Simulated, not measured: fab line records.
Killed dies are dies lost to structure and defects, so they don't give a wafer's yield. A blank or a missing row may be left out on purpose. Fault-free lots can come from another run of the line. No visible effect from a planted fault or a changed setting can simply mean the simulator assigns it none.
fab line records	flow n5_finfet
[record] lots = 10	wafers = 30	last_day = 16
route steps=1938 shown STI_FIN_REVEAL@187 DUMMY_GATE@219 BEOL_M4@1111
lots untouched by any fault: they come from a run of this same line in which no faults occurred
start_h: the number of hours between the record's first day and the start of the first shown wafer of the lot	wait_h: hours elapsed since this lot's preceding step	" unchanged from the row above	L1.1+2: a row that stands for several wafers	- no value, or no start was given	* or withheld: withheld	< > ~ a bound
route shown NAME@n: NAME is a module with steps in the file, n the number in the route of the first one	usual: mean and standard deviation over wafers with no fault	same: alike in all rows	chamber/n: place in a boat	sites: each site's reading	_std_site: the values' standard deviation	_edge_site: the outer-site mean with the inner-site mean subtracted	radius_mm: for every site, how far away it sits from the centre of the wafer	mask NAME#n: copy n	behind: the last tool/chamber to shape the wafer	hold: reason for holding the lot/hours on hold/outcome of the hold	device: transistor that didn't switch, given as n, p or np	end of line: the tests these same wafers got at the end of their route	a step with no rows: only its recipe	killed: dies that structure and defects cost at the first sort, which is not the same as the wafer's yield	map: a wafer's dies, marking killed ones x, the rest . and places with no die _
set.NAME: the setting the step ran with; set.NAME@STEP: the setting that earlier step ran with	model.NAME: the simulator's own value behind a step, which no gauge read
the route's steps for a sample of lots (tables are steps, rows are wafers)
services: a tool's chamber out of use, with start hour (start_h, from the record's first day; less than 0 if before it), hours out, and reason
[[steps]]
[step N5_STI_FIN_REVEAL_CMP_04]
[recipe] stop_on = Si3N4	t_overpolish_s = 4	down_force_psi = 2	platen_rpm = 54.18	post_cmp_clean = alkaline_brush	pad_velocity_m_s = 1.078	target_thk_nm = 131.83
[usual] head_pressure_psi = 2.001/0.0044	motor_current_A = 8.4/0.93	overpolish_run_s = 4.001/0.0093	time_to_endpoint_s = 103/5.5
lot.wafer	tool	chamber	start_h	wait_h	head_pressure_psi	motor_current_A	overpolish_run_s	time_to_endpoint_s
L871.1	cmp-02	0	35.86	0.1	1.999	8.4	4.004	102
L871.4	"	1	"	"	1.997	9.8	4.017	106
L871.2	"	2	"	"	2.003	7.1	3.985	101
L872.4	cmp-01	3	41.16	0.0	1.996	7.1	3.989	96
L872.3	"	0	"	"	1.999	8.9	4.013	105
L872.6	"	3	"	"	1.997	7.1	3.996	96
L874.2	cmp-01	2	55.14	0.0	2.000	8.8	4.012	99
L874.1	"	1	"	"	1.999	7.1	4.013	104
L874.5	"	2	"	"	1.999	9.0	4.002	102
L875.3	cmp-01	0	58.51	0.1	2.002	8.9	3.999	102
L875.2	"	2	"	"	1.998	8.8	4.013	99
L875.5	"	3	"	"	2.007	7.0	4.016	93
L876.2	cmp-02	0	64.10	0.0	1.999	8.4	4.009	104
L876.1	"	3	"	"	1.998	9.1	3.994	109
L876.6	"	1	"	"	1.999	10.2	4.012	113
L879.1	cmp-01	3	81.62	0.1	2.008	7.1	4.012	92
L879.2	"	1	"	"	1.999	7.0	3.999	101
L879.6	"	3	"	"	2.005	7.1	4.004	95
L880.1	cmp-04	0	87.89	0.1	1.991	8.2	3.989	92
L880.2	"	1	"	"	1.999	9.0	4.002	98
L880.5	"	3	"	"	1.998	9.5	4.014	99
L887.4	cmp-04	1	128.69	0.1	1.998	9.0	4.011	98
L887.5	"	3	"	"	2.000	9.0	4.013	106
L887.6	"	0	"	"	2.005	8.1	3.996	103
L890.1	cmp-01	0	147.14	0.1	2.000	9.0	4.005	107
L890.5	"	2	"	"	2.000	8.6	3.999	101
L890.6	"	3	"	"	1.996	7.2	4.007	100
L892.1	cmp-04	1	159.78	0.2	1.999	9.4	4.002	105
L892.3	"	2	"	"	2.006	7.1	3.992	107
L892.5	"	0	"	"	2.007	8.2	3.992	104
[step N5_STI_FIN_REVEAL_RECESS_09]
[recipe] chemistry = HF/NH3	target = SiO2	afs_cycles = 11	target_depth_a = 425	temp_c = 30	sublimation_temp_c = 180	sublimation_time_s = 60
[usual] drypump_motor_current_A = 5.4/0.38	foreline_p_Torr = 0.1281/0.00049
lot.wafer	tool	chamber	start_h	wait_h	drypump_motor_current_A	foreline_p_Torr
L871.1	vapor_etch-02	0	36.67	0.0	5.2	0.1286
L871.2	"	1	"	"	4.9	0.1287
L871.4	"	0	"	"	5.2	0.1279
L872.3	vapor_etch-01	0	42.67	0.6	5.4	0.1278
L872.4	"	1	"	"	5.9	0.1292
L872.6	"	0	"	"	5.4	0.1277
L874.1	vapor_etch-01	1	56.25	0.0	5.9	0.1268
L874.2	"	0	"	"	5.4	0.1284
L874.5	"	1	57.31	1.1	5.9	0.1278
L875.2	vapor_etch-01	1	59.35	0.0	6.0	0.1283
L875.3	"	0	"	"	5.4	0.1281
L875.5	"	1	"	"	5.9	0.1277
L876.1	vapor_etch-01	1	64.90	0.0	5.9	0.1286
L876.2	"	0	"	"	5.4	0.1280
L876.6	"	0	65.96	1.1	5.4	0.1284
L879.1	vapor_etch-02	0	82.50	0.0	5.2	0.1283
L879.2	"	1	"	"	4.9	0.1275
L879.6	"	1	83.56	1.1	4.9	0.1277
L880.1	vapor_etch-01	1	88.93	0.3	5.9	0.1279
L880.2	"	0	"	"	5.3	0.1280
L880.5	"	1	89.99	1.4	5.9	0.1276
L887.4	vapor_etch-01	1	130.08	0.6	6.0	0.1276
L887.5	"	1	"	"	6.0	0.1277
L887.6	"	0	"	"	5.4	0.1277
L890.1	vapor_etch-02	1	148.02	0.0	5.0	0.1286
L890.5	"	1	149.08	1.1	4.9	0.1283
L890.6	"	0	"	"	5.2	0.1281
L892.1	vapor_etch-02	0	160.54	0.0	5.2	0.1280
L892.3	"	1	"	"	4.9	0.1280
L892.5	"	0	"	"	5.2	0.1283
[step N5_STI_FIN_REVEAL_FIN_H_MEAS_10]
[usual] trench_depth_nm = 52.5/1
lot.wafer	tool	chamber	start_h	wait_h	trench_depth_nm
L871.1	ocd-02	-	39.49	0.0	51.2
L871.2	"	-	"	"	51.5
L871.4	"	-	"	"	53.0
L872.3	ocd-02	-	44.87	0.0	51.7
L872.4	"	-	"	"	53.7
L872.6	"	-	"	"	52.8
L874.1	ocd-02	-	58.97	0.0	51.4
L874.2	"	-	"	"	52.4
L874.5	"	-	"	"	51.1
L875.2	ocd-02	-	62.04	0.0	50.6
L875.3	"	-	"	"	53.0
L875.5	"	-	"	"	51.9
L876.1	ocd-02	-	67.67	0.0	52.7
L876.2	"	-	"	"	54.2
L876.6	"	-	"	"	53.6
L879.1	ocd-02	-	85.28	0.0	51.1
L879.2	"	-	"	"	52.0
L879.6	"	-	"	"	52.0
L880.1	ocd-02	-	91.63	0.0	54.2
L880.2	"	-	"	"	52.8
L880.5	"	-	"	"	51.9
L887.4	ocd-01	-	132.26	0.0	56.9
L887.5	"	-	"	"	55.8
L887.6	"	-	"	"	52.7
L890.1	ocd-01	-	150.73	0.0	51.6
L890.5	"	-	"	"	50.1
L890.6	"	-	"	"	53.0
L892.1	ocd-01	-	163.26	0.0	53.0
L892.3	"	-	"	"	51.4
L892.5	"	-	"	"	52.5
[step N5_STI_FIN_REVEAL_INSPECT_13]
[recipe] inspect_instrument = darkfield	mode = post_clean
[usual] raw_defect_count = 12/5.7
lot.wafer	tool	chamber	start_h	wait_h	raw_defect_count
L871.1	defect_inspect-02	-	39.58	0.0	37
L871.2	"	-	"	"	26
L871.4	"	-	"	"	19
L872.3	defect_inspect-02	-	44.96	0.0	11
L872.4	"	-	"	"	1
L872.6	"	-	"	"	11
L874.1	defect_inspect-02	-	59.06	0.0	13
L874.2	"	-	"	"	8
L874.5	"	-	"	"	12
L875.2	defect_inspect-02	-	62.13	0.0	22
L875.3	"	-	"	"	10
L875.5	"	-	"	"	8
L876.1	defect_inspect-02	-	67.76	0.0	11
L876.2	"	-	"	"	13
L876.6	"	-	"	"	16
L879.1	defect_inspect-02	-	85.37	0.0	3
L879.2	"	-	"	"	14
L879.6	"	-	"	"	20
L880.1	defect_inspect-01	-	91.72	0.0	6
L880.2	"	-	"	"	6
L880.5	"	-	"	"	14
L887.4	defect_inspect-02	-	132.34	0.0	12
L887.5	"	-	"	"	13
L887.6	"	-	"	"	10
L890.1	defect_inspect-01	-	150.81	0.0	9
L890.5	"	-	"	"	10
L890.6	"	-	"	"	18
L892.1	defect_inspect-01	-	163.34	0.0	8
L892.3	"	-	"	"	7
L892.5	"	-	"	"	10
[step N5_DUMMY_GATE_THK_MEAS_05]
[usual] thk_nm = 71.3/1.2
lot.wafer	tool	chamber	start_h	wait_h	thk_nm
L871.1	film_metro-02	-	43.76	0.2	71.9
L871.2	"	-	"	"	72.6
L871.4	"	-	"	"	70.0
L872.3	film_metro-01	-	51.31	0.1	70.5
L872.4	"	-	"	"	73.4
L872.6	"	-	"	"	70.4
L874.1	film_metro-02	-	63.28	0.1	70.7
L874.2	"	-	"	"	72.6
L874.5	"	-	"	"	71.5
L875.2	film_metro-02	-	66.35	0.2	70.2
L875.3	"	-	"	"	69.5
L875.5	"	-	"	"	70.7
L876.1	film_metro-01	-	71.97	0.1	69.0
L876.2	"	-	"	"	70.4
L876.6	"	-	"	"	69.8
L879.1	film_metro-01	-	89.97	0.1	69.3
L879.2	"	-	"	"	72.7
L879.6	"	-	"	"	73.0
L880.1	film_metro-02	-	95.91	0.2	71.1
L880.2	"	-	"	"	69.5
L880.5	"	-	"	"	71.6
L887.4	film_metro-02	-	136.59	0.1	71.7
L887.5	"	-	"	"	71.9
L887.6	"	-	"	"	73.4
L890.1	film_metro-01	-	154.99	0.2	72.1
L890.5	"	-	"	"	72.0
L890.6	"	-	"	"	73.8
L892.1	film_metro-01	-	167.55	0.1	71.1
L892.3	"	-	"	"	71.4
L892.5	"	-	"	"	74.2
[step N5_BEOL_M4_RC_MEAS_101]
[usual] DIBL_N = 36.7/2.4	DIBL_P = 37.4/2.9	IOFF_N = 0.18/0.05	IOFF_P = 0.23/0.058	ION_N = 683/16	ION_P = 467/11	SS_N = 71.7/0.77	SS_P = 73.5/0.87	VT_N = 249/4.3	VT_P = -250/4.4
lot.wafer	tool	chamber	start_h	wait_h	DIBL_N[mV/V]	DIBL_P[mV/V]	IOFF_N[nA/um]	IOFF_P[nA/um]	ION_N[uA/um]	ION_P[uA/um]	SS_N[mV/dec]	SS_P[mV/dec]	VT_N[mV]	VT_P[mV]
L871.1	prober-01	0	157.25	0.8	38.7	41.7	0.22	0.29	691	467	72.6	75.5	244	-248
L871.2	"	0	"	"	35.2	37.8	0.16	0.22	671	461	71.3	73.5	251	-251
L871.4	"	0	"	"	33.1	33.2	0.11	0.14	657	456	71.1	72.6	254	-257
L872.3	prober-02	0	176.21	0.3	35.9	34.4	0.14	0.17	669	455	71.1	72.3	254	-253
L872.4	"	0	"	"	35.8	36.3	0.16	0.21	697	481	71.3	73.1	247	-251
L872.6	"	0	"	"	38.7	38.9	0.21	0.25	704	479	71.7	74.3	247	-248
L874.1	prober-02	0	181.21	0.0	44.2	45.7	0.35	0.40	696	473	73.9	76.2	242	-242
L874.2	"	0	"	"	35.3	36.6	0.15	0.23	685	471	71.3	73.1	251	-250
L874.5	"	0	"	"	38.9	40.1	0.20	0.28	669	463	72.6	73.9	247	-247
L875.2	prober-01	0	190.50	0.2	37.9	36.9	0.17	0.20	657	450	72.0	73.5	251	-251
L875.3	"	0	"	"	33.1	32.0	0.11	0.14	679	458	71.3	71.7	252	-257
L875.5	"	0	"	"	34.5	32.7	0.12	0.14	660	447	70.7	72.0	257	-256
L876.1	prober-01	0	195.96	0.0	36.8	38.4	0.15	0.23	665	467	71.2	74.1	253	-250
L876.2	"	0	"	"	39.4	42.4	0.25	0.32	709	489	73.4	74.4	245	-246
L876.6	"	0	"	"	35.4	37.2	0.14	0.21	668	464	71.2	74.1	254	-254
L879.1	prober-01	0	209.16	0.0	39.1	37.9	0.23	0.31	676	473	73.1	73.8	245	-244
L879.2	"	0	"	"	35.8	35.5	0.16	0.25	682	475	71.4	73.0	250	-248
L879.6	"	0	"	"	39.2	39.8	0.24	0.35	699	477	71.8	74.4	244	-241
L880.1	prober-01	0	216.10	0.0	38.4	38.5	0.19	0.28	692	482	72.2	74.2	249	-246
L880.2	"	0	"	"	38.5	38.8	0.21	0.29	703	484	72.1	73.7	245	-246
L880.5	"	0	"	"	37.4	36.5	0.18	0.26	680	470	72.1	73.5	245	-246
L887.4	prober-01	0	259.35	0.5	38.5	41.0	0.20	0.28	723	498	71.9	74.2	248	-245
L887.5	"	0	"	"	35.8	36.8	0.15	0.21	704	482	71.0	72.4	249	-251
L887.6	"	0	"	"	36.5	37.2	0.14	0.20	665	456	71.3	73.1	253	-253
L890.1	prober-01	0	278.14	0.0	40.3	42.7	0.30	0.37	702	484	73.1	74.9	240	-243
L890.5	"	0	"	"	40.3	41.8	0.27	0.34	679	466	73.4	76.0	245	-246
L890.6	"	0	"	"	35.6	37.4	0.19	0.24	703	483	71.7	72.8	245	-247
L892.1	prober-01	0	295.35	0.0	35.4	36.6	0.16	0.17	683	459	71.9	72.5	251	-256
L892.3	"	0	"	"	38.2	38.8	0.25	0.22	703	463	72.9	73.6	242	-252
L892.5	"	0	"	"	33.6	34.3	0.14	0.14	693	455	71.1	72.7	249	-259
[[services]]
tool	chamber	start_h	hours	kind
cmp-01	-	26.89	1.8	repair
cmp-02	-	37.04	5.2	repair
cmp-01	-	50.37	0.7	repair
cmp-01	-	70.69	3.3	pm
cmp-01	-	77.15	3.3	repair
cmp-02	-	82.18	4.6	pm
vapor_etch-02	-	87.14	2.2	repair
cmp-02	-	94.45	6.7	repair
cmp-04	-	123.58	4.3	pm
cmp-01	-	151.31	0.8	repair
cmp-01	-	156.57	4.0	pm
cmp-01	-	160.57	-	consumable_replace:conditioner
cmp-01	-	160.57	-	consumable_replace:pad
[[key]]
[first_sign] step = N5_STI_FIN_REVEAL_FIN_H_MEAS_10	reading = trench_depth_nm	direction = up	sigmas = 3.7	usual = 52.5	struck = 56.3
effect none on later readings
met_at N5_STI_FIN_REVEAL_RECESS_09
struck_lots L887
struck_wafers L887.4,L887.5
not_acting_at N5_STI_FIN_REVEAL_CMP_04,N5_STI_FIN_REVEAL_INSPECT_13,N5_DUMMY_GATE_THK_MEAS_05
onset_between 88.93 130.08
[fault] kind = process_parameter_drift	tool = vapor_etch-01	chamber = -	onset_h = 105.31	steps = N5_STI_FIN_REVEAL_RECESS_09	channel = target_depth_a	offset = 33.675	shape = step	end_h = 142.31	scope = struck_wafers_only	acts_in = these_recipes_only	stated = 425
